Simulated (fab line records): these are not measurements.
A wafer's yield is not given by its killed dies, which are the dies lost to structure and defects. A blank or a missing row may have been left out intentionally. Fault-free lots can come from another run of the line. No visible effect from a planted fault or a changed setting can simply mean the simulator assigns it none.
Chamber matching :: flow n5Finfet :: N5_MOL_CONTACT_COAG_DESCUM_13 on rieDiel-02: 3 sister chambers
The step chemistry O2, time 7 s. 6 wafers are shown with their chamber, then 3 later ones without.

== WAFERS PAIRED WITH THEIR CHAMBERS ==
wafer: L080.3
chamber: 2
showerheadPlenumPTorr (Torr): 2.00
throttleValvePct (%): 20.90

wafer: L080.5
chamber: 0
showerheadPlenumPTorr (Torr): 2.01
throttleValvePct (%): 20.24

wafer: L082.4
chamber: 0
showerheadPlenumPTorr (Torr): 2.01
throttleValvePct (%): 20.24

wafer: L082.5
chamber: 1
showerheadPlenumPTorr (Torr): 2.11
throttleValvePct (%): 20.50

wafer: L089.1
chamber: 1
showerheadPlenumPTorr (Torr): 2.11
throttleValvePct (%): 20.54

wafer: L089.4
chamber: 2
showerheadPlenumPTorr (Torr): 1.99
throttleValvePct (%): 20.92

== WAFERS MISSING THEIR CHAMBER ==
wafer: L089.6
showerheadPlenumPTorr (Torr): 1.99
throttleValvePct (%): 20.93

wafer: L094.6
showerheadPlenumPTorr (Torr): 1.99
throttleValvePct (%): 20.93

wafer: L096.2
showerheadPlenumPTorr (Torr): 2.10
throttleValvePct (%): 20.57

== WHICH CHAMBER EACH ONE RAN IN ==
wafer: L089.6
from the rows above: 2
in truth: 2

wafer: L094.6
from the rows above: 2
in truth: 2

wafer: L096.2
from the rows above: 1
in truth: 1
Correct placement for 3 of the 3. From these rows, 0 cannot be placed. 0 placed wrongly.
How it was worked out, from the rows above alone: a wafer's distance from a chamber is the root of the sum, over the readings, of the square of ((its reading less the chamber's mean) divided by the reading's scatter). The wafer belongs to the nearest chamber; if the next one is less than 2 further off, it can't be placed. For every chamber, the mean is computed from those of its wafers that are shown. How the scatter is found: for the shown wafers, subtract from each reading the mean of its chamber, square and add these, divide the total by (wafers less chambers), then take the root.
